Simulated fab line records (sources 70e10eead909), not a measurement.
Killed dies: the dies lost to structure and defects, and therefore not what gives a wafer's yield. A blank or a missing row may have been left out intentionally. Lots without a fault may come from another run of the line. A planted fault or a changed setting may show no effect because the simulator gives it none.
Which tool did it?	flow nand harc	72 wafers from 24 lots sampled at 6 of the route's 1302 steps

## WHAT EACH GAUGE READ, for each wafer
NHARC_A_CONTACT_CD_MEAS_69 targets a cd of 300 nm. Usual: cd nm at 299.8 nm, with a standard deviation of 0.66.
lot	measured	on	cd nm (nm)	flag
L074	day 21 21:44	cd sem-01	300.0 299.4 299.8	
L075	day 22 01:03	cd sem-03	299.5 300.1 300.2	
L076	day 22 09:15	cd sem-02	299.7 300.2 300.2	
L077	day 23 13:39	cd sem-02	299.7 300.7 299.4	
L079	day 23 14:43	cd sem-01	300.6 301.2 299.9	
L078	day 23 20:52	cd sem-02	300.2 299.3 299.4	
L080	day 24 10:55	cd sem-03	299.5 300.4 299.4	
L082	day 25 08:19	cd sem-01	299.0 300.2 299.7	
L081	day 25 10:19	cd sem-03	301.3 302.5 300.3	
L083	day 25 13:28	cd sem-01	298.9 299.8 299.4	
L084	day 25 13:59	cd sem-03	298.2 298.8 298.3	
L085	day 26 17:08	cd sem-03	299.4 300.2 300.0	
L086	day 26 19:16	cd sem-02	301.3 299.5 299.4	
L088	day 27 11:19	cd sem-02	299.5 299.9 300.0	
L087	day 27 12:02	cd sem-03	299.8 299.9 300.7	
L089	day 27 14:34	cd sem-03	300.0 298.8 299.3	
L090	day 28 13:11	cd sem-02	300.3 301.0 301.3	
L091	day 28 14:41	cd sem-03	299.0 299.6 299.5	
L093	day 29 07:31	cd sem-03	299.6 299.8 299.6	
L092	day 29 09:55	cd sem-03	300.5 299.6 300.1	
L094	day 29 21:19	cd sem-02	299.8 299.5 300.1	
L095	day 30 11:58	cd sem-01	299.4 299.7 299.0	
L097	day 30 18:29	cd sem-03	299.6 299.7 300.3	
L096	day 30 20:48	cd sem-03	299.3 299.1 298.8	

NHARC_A_CONTACT_INSPECT_71. Usual: raw defect count at 82, with a standard deviation of 37.
lot	measured	on	raw defect count	flag
L074	day 21 21:52	defect inspect-01	19 15 12	
L075	day 22 01:10	defect inspect-01	49 54 61	
L076	day 22 09:22	defect inspect-01	157 153 153	
L077	day 23 13:46	defect inspect-01	52 60 59	
L079	day 23 14:51	defect inspect-02	67 56 70	
L078	day 23 20:59	defect inspect-02	143 142 154	
L080	day 24 11:02	defect inspect-01	26 37 20	
L082	day 25 08:26	defect inspect-01	109 119 127	
L081	day 25 10:26	defect inspect-01	84 97 82	
L083	day 25 13:35	defect inspect-01	80 90 79	
L084	day 25 14:06	defect inspect-02	78 78 87	
L085	day 26 17:15	defect inspect-02	91 77 83	
L086	day 26 19:23	defect inspect-02	150 112 127	
L088	day 27 11:26	defect inspect-02	85 49 82	
L087	day 27 12:09	defect inspect-02	83 97 78	
L089	day 27 14:41	defect inspect-01	110 135 146	
L090	day 28 13:19	defect inspect-01	66 47 43	
L091	day 28 14:48	defect inspect-01	107 106 114	
L093	day 29 07:39	defect inspect-02	113 122 109	
L092	day 29 10:02	defect inspect-02	64 73 48	
L094	day 29 21:26	defect inspect-01	56 71 58	
L095	day 30 12:05	defect inspect-01	19 23 13	
L097	day 30 18:37	defect inspect-02	88 71 79	
L096	day 30 20:56	defect inspect-02	97 99 106	

NHARC_A_CONTACT_CD_MEAS_08 targets a cd of 200 nm. Usual: cd nm at 200.0 nm, with a standard deviation of 0.57.
lot	measured	on	cd nm (nm)	flag
L074	day 22 05:46	cd sem-02	200.4 200.6 200.8	
L075	day 22 08:41	cd sem-03	200.3 199.6 199.8	
L076	day 22 17:14	cd sem-01	200.3 200.3 199.5	
L077	day 23 22:22	cd sem-03	200.5 200.5 199.7	
L079	day 24 01:43	cd sem-01	199.4 199.6 200.2	
L078	day 24 07:02	cd sem-03	199.6 199.5 200.0	
L080	day 24 19:39	cd sem-02	199.6 199.0 199.3	
L082	day 25 17:21	cd sem-03	199.2 200.1 200.1	
L081	day 25 18:51	cd sem-03	200.5 200.1 200.1	
L083	day 26 00:19	cd sem-03	200.7 201.3 201.1	
L084	day 25 22:57	cd sem-01	200.9 200.2 201.0	
L085	day 27 02:35	cd sem-03	199.7 200.5 200.3	
L086	day 27 04:08	cd sem-02	201.1 200.4 200.6	
L088	day 27 19:23	cd sem-03	199.7 199.7 199.0	
L087	day 27 21:03	cd sem-02	200.6 200.4 200.5	
L089	day 27 22:20	cd sem-02	200.5 200.1 199.5	
L090	day 28 22:46	cd sem-02	200.6 199.5 200.9	
L091	day 29 03:02	cd sem-02	199.0 198.8 199.1	
L093	day 29 15:08	cd sem-01	200.7 200.3 199.9	
L092	day 29 18:40	cd sem-02	200.6 200.4 199.7	
L094	day 30 05:19	cd sem-03	199.0 199.7 198.3	
L095	day 30 21:45	cd sem-02	200.9 199.5 200.2	
L097	day 31 03:43	cd sem-03	199.7 200.1 199.4	
L096	day 31 09:24	cd sem-02	199.7 199.9 201.1	

## TOOL THAT RAN EACH LOT (tool first, then ch and the chambers of the sampled wafers, then the start)
lot	NHARC_A_CONTACT_ETCH_102	NHARC_A_CONTACT_ETCH_75	NHARC_A_CONTACT_ETCH_128
L074	rie diel-11 ch 0,1,2, day 21 15:38	rie diel-13 ch 0,2, day 21 22:01	har cap etch-02 ch 0, day 22 00:30
L075	rie diel-11 ch 2,3, day 21 19:45	rie diel-10 ch 1,2,3, day 22 01:19	har cap etch-02 ch 0, day 22 03:30
L076	rie diel-13 ch 2,3, day 22 04:40	rie diel-10 ch 0,1, day 22 09:32	har cap etch-02 ch 0,1, day 22 11:46
L077	rie diel-13 ch 0,1, day 23 07:53	rie diel-13 ch 0,1,2, day 23 13:56	har cap etch-02 ch 1, day 23 16:07
L079	rie diel-13 ch 0,1,3, day 23 08:40	rie diel-10 ch 1,2,3, day 23 15:06	har cap etch-03 ch 0,1, day 23 18:15
L078	rie diel-13 ch 1,2,3, day 23 16:09	rie diel-13 ch 0,2, day 23 21:08	har cap etch-01 ch 0,1, day 23 23:38
L080	rie diel-13 ch 0,2,3, day 24 03:56	rie diel-13 ch 1,3, day 24 11:11	har cap etch-03 ch 0,1, day 24 13:26
L082	rie diel-13 ch 0,1,3, day 25 01:53	rie diel-11 ch 0,2, day 25 08:35	har cap etch-02 ch 0,1, day 25 10:48
L081	rie diel-13 ch 0,1, day 25 02:11	rie diel-13 ch 0,2,3, day 25 10:35	har cap etch-01 ch 0,1, day 25 12:46
L083	rie diel-13 ch 0,2,3, day 25 08:47	rie diel-13 ch 0,1,2, day 25 13:44	har cap etch-03 ch 0,1, day 25 15:56
L084	rie diel-10 ch 1,3, day 25 09:17	rie diel-10 ch 0,2, day 25 14:15	har cap etch-02 ch 0,1, day 25 16:29
L085	rie diel-13 ch 1,2,3, day 26 10:28	rie diel-13 ch 0,1,2, day 26 17:25	har cap etch-01 ch 0,1, day 26 19:35
L086	rie diel-13 ch 1,2,3, day 26 13:37	rie diel-10 ch 0,2,3, day 26 19:33	har cap etch-03 ch 0,1, day 26 22:05
L088	rie diel-11 ch 1,3, day 27 06:41	rie diel-13 ch 0,1,2, day 27 11:35	har cap etch-01 ch 0,1, day 27 13:47
L087	rie diel-13 ch 0,1,2, day 27 07:18	rie diel-10 ch 0,2, day 27 12:18	har cap etch-03 ch 0,1, day 27 14:38
L089	rie diel-13 ch 0,2,3, day 27 09:17	rie diel-13 ch 0,1,3, day 27 14:50	har cap etch-02 ch 0,1, day 27 17:04
L090	rie diel-13 ch 0,1,3, day 28 08:31	rie diel-11 ch 1,2, day 28 13:31	har cap etch-02 ch 0,1, day 28 15:44
L091	rie diel-13 ch 0,3, day 28 09:44	rie diel-10 ch 0,3, day 28 14:57	har cap etch-01 ch 0,1, day 28 17:12
L093	rie diel-10 ch 1,2, day 29 02:52	rie diel-13 ch 2,3, day 29 07:48	har cap etch-03 ch 0,1, day 29 09:59
L092	rie diel-13 ch 0,1,3, day 29 04:20	rie diel-10 ch 0,1, day 29 10:11	har cap etch-02 ch 0,1, day 29 12:30
L094	rie diel-10 ch 1,3, day 29 15:20	rie diel-13 ch 0,1,3, day 29 21:35	har cap etch-01 ch 0,1, day 29 23:46
L095	rie diel-11 ch 0,2,3, day 30 07:21	rie diel-13 ch 0,1,3, day 30 12:14	har cap etch-02 ch 1, day 30 14:42
L097	rie diel-10 ch 0,1,3, day 30 13:52	rie diel-11 ch 2,3, day 30 18:47	har cap etch-02 ch 0,1, day 30 21:32
L096	rie diel-10 ch 0,3, day 30 15:10	rie diel-13 ch 0,1, day 30 21:04	har cap etch-03 ch 0,1, day 30 23:14
- NHARC_A_CONTACT_ETCH_102: etches the open film in CF4/O2, target depth 100 nm, overetch 10 nm, time 55 s.
- NHARC_A_CONTACT_ETCH_75: etches the open film in CF4, target depth 39 nm, time 65 s.
- NHARC_A_CONTACT_ETCH_128: etches the open film in C4F8/O2/Ar, time 197 s, target depth 1918 nm.

## AS READ BY THE TOOLS THEMSELVES (means over the sampled wafers that have a number; for cases with no such wafer, the mark the record gives instead)
NHARC_A_CONTACT_ETCH_102. Usual: chamber pressure mTorr 29.999 mTorr (standard deviation 0.026); drypump motor current A 5.8 A (standard deviation 0.55); o2 flow sccm 20.00 sccm (standard deviation 0.058); oes product au 1.002 a.u. (standard deviation 0.01); rf vpp V 197.4 V (standard deviation 1.7); showerhead plenum p Torr 1.31 Torr (standard deviation 0.067); throttle valve pct 13.397 % (standard deviation 0.0094).
lot	tool	chamber pressure mTorr (mTorr)	drypump motor current A (A)	o2 flow sccm (sccm)	oes product au (a.u.)	rf vpp V (V)	showerhead plenum p Torr (Torr)	throttle valve pct (%)	flag
L074	rie diel-11	29.975	5.8	20.01	1.009	197.6	1.35	13.386	
L075	rie diel-11	30.006	5.8	20.05	1.005	197.3	1.30	13.394	
L076	rie diel-13	29.996	5.4	20.04	1.006	196.6	1.27	13.404	
L077	rie diel-13	29.999	5.6	19.96	0.996	197.2	1.31	13.398	
L079	rie diel-13	30.010	5.6	20.00	1.000	197.5	1.31	13.398	
L078	rie diel-13	29.978	5.4	20.04	0.999	196.8	1.26	13.399	
L080	rie diel-13	30.017	5.9	19.98	1.000	197.0	1.31	13.399	
L082	rie diel-13	30.000	5.6	19.97	1.000	196.8	1.31	13.389	
L081	rie diel-13	29.995	5.6	20.00	0.997	197.2	1.30	13.395	
L083	rie diel-13	30.013	5.8	20.08	1.005	197.9	1.31	13.394	
L084	rie diel-10	29.991	6.1	20.04	1.005	197.2	1.31	13.399	
L085	rie diel-13	29.995	5.4	20.01	0.998	196.2	1.25	13.401	
L086	rie diel-13	30.003	5.3	20.01	0.997	196.4	1.25	13.401	
L088	rie diel-11	29.993	6.3	19.93	1.015	198.8	1.36	13.402	
L087	rie diel-13	30.019	5.9	20.00	0.993	197.7	1.30	13.404	
L089	rie diel-13	30.015	5.9	19.96	1.002	197.9	1.31	13.388	
L090	rie diel-13	29.997	5.6	19.99	0.995	197.8	1.30	13.399	
L091	rie diel-13	29.989	6.0	20.04	0.998	198.3	1.36	13.396	
L093	rie diel-10	30.022	5.9	19.99	0.999	197.2	1.33	13.402	
L092	rie diel-13	30.004	5.6	19.94	0.999	196.5	1.30	13.395	
L094	rie diel-10	30.016	6.2	20.03	1.003	197.5	1.31	13.391	
L095	rie diel-11	29.990	5.7	19.95	1.019	198.8	1.34	13.402	
L097	rie diel-10	29.999	6.2	19.96	0.998	196.6	1.30	13.387	
L096	rie diel-10	29.986	6.2	19.97	1.008	197.2	1.32	13.404	

NHARC_A_CONTACT_ETCH_75. Usual: chamber pressure mTorr 50.00 mTorr, standard deviation 0.047; drypump motor current A 5.8 A, standard deviation 0.49; oes product au 1.001 a.u., standard deviation 0.011; rf vpp V 150.9 V, standard deviation 1.3; showerhead plenum p Torr 1.74 Torr, standard deviation 0.082; throttle valve pct 13.284 %, standard deviation 0.0096.
lot	tool	chamber pressure mTorr (mTorr)	drypump motor current A (A)	oes product au (a.u.)	rf vpp V (V)	showerhead plenum p Torr (Torr)	throttle valve pct (%)	flag
L074	rie diel-13	50.00	6.3	0.997	152.0	1.81	13.279	
L075	rie diel-10	50.02	5.9	1.009	151.6	1.80	13.274	
L076	rie diel-10	50.02	6.2	1.006	151.2	1.73	13.295	
L077	rie diel-13	50.02	5.9	0.997	150.6	1.74	13.298	
L079	rie diel-10	50.00	5.9	1.012	151.6	1.80	13.282	
L078	rie diel-13	49.99	6.1	0.994	150.5	1.74	13.288	
L080	rie diel-13	49.97	5.2	0.986	150.0	1.67	13.279	
L082	rie diel-11	50.01	5.4	1.001	151.7	1.80	13.286	
L081	rie diel-13	49.99	5.9	1.001	150.4	1.74	13.280	
L083	rie diel-13	49.96	5.9	0.997	150.7	1.74	13.285	
L084	rie diel-10	50.00	6.1	1.011	151.6	1.78	13.283	
L085	rie diel-13	50.03	5.8	1.003	150.9	1.73	13.284	
L086	rie diel-10	49.93	6.0	1.014	151.9	1.80	13.282	
L088	rie diel-13	50.00	5.9	0.998	150.7	1.73	13.284	
L087	rie diel-10	50.01	5.8	1.011	151.5	1.84	13.289	
L089	rie diel-13	50.04	5.6	0.998	151.1	1.73	13.283	
L090	rie diel-11	49.98	5.8	1.015	150.6	1.71	13.273	
L091	rie diel-10	50.00	6.2	1.003	150.6	1.74	13.274	
L093	rie diel-13	50.03	5.4	0.992	150.2	1.68	13.283	
L092	rie diel-10	50.00	6.2	1.002	150.9	1.72	13.282	
L094	rie diel-13	49.99	5.6	0.994	150.4	1.73	13.294	
L095	rie diel-13	49.99	5.6	0.992	150.7	1.73	13.284	
L097	rie diel-11	49.98	5.8	1.017	150.1	1.71	13.286	
L096	rie diel-13	49.98	6.0	1.000	151.3	1.79	13.295	

NHARC_A_CONTACT_ETCH_128. Usual: chamber pressure mTorr at 19.999 mTorr, with a standard deviation of 0.021.
lot	tool	chamber pressure mTorr (mTorr)	flag
L074	har cap etch-02	20.003	
L075	har cap etch-02	19.995	
L076	har cap etch-02	19.986	
L077	har cap etch-02	19.994	
L079	har cap etch-03	20.013	
L078	har cap etch-01	20.012	
L080	har cap etch-03	20.002	
L082	har cap etch-02	19.991	
L081	har cap etch-01	19.993	
L083	har cap etch-03	20.006	
L084	har cap etch-02	20.006	
L085	har cap etch-01	19.977	
L086	har cap etch-03	20.001	
L088	har cap etch-01	19.987	
L087	har cap etch-03	20.002	
L089	har cap etch-02	20.000	
L090	har cap etch-02	19.993	
L091	har cap etch-01	19.987	
L093	har cap etch-03	20.016	
L092	har cap etch-02	19.982	
L094	har cap etch-01	20.017	
L095	har cap etch-02	20.007	
L097	har cap etch-02	19.999	
L096	har cap etch-03	20.003	

## THE ANSWER, worked out from the rows above alone
Rule: a lot counts as off when the mean over its wafers that have a number is more than 3 standard deviations away from the usual mean. Also off: a lot with no number at a reading for which 4 or more lots have one. Where the step has rows for the other lots, those lots are counted as sound. After the gauges, taken in route order, come the tools' own readings; for these a lot's mean is taken, as printed above. The first step at which some lot is off is used, and at that step the reading that is off furthest; a lot without a number counts as furthest.
None of the lots is off at any reading shown; this tells nothing.

## WHAT THE SIMULATOR HAD PUT IN
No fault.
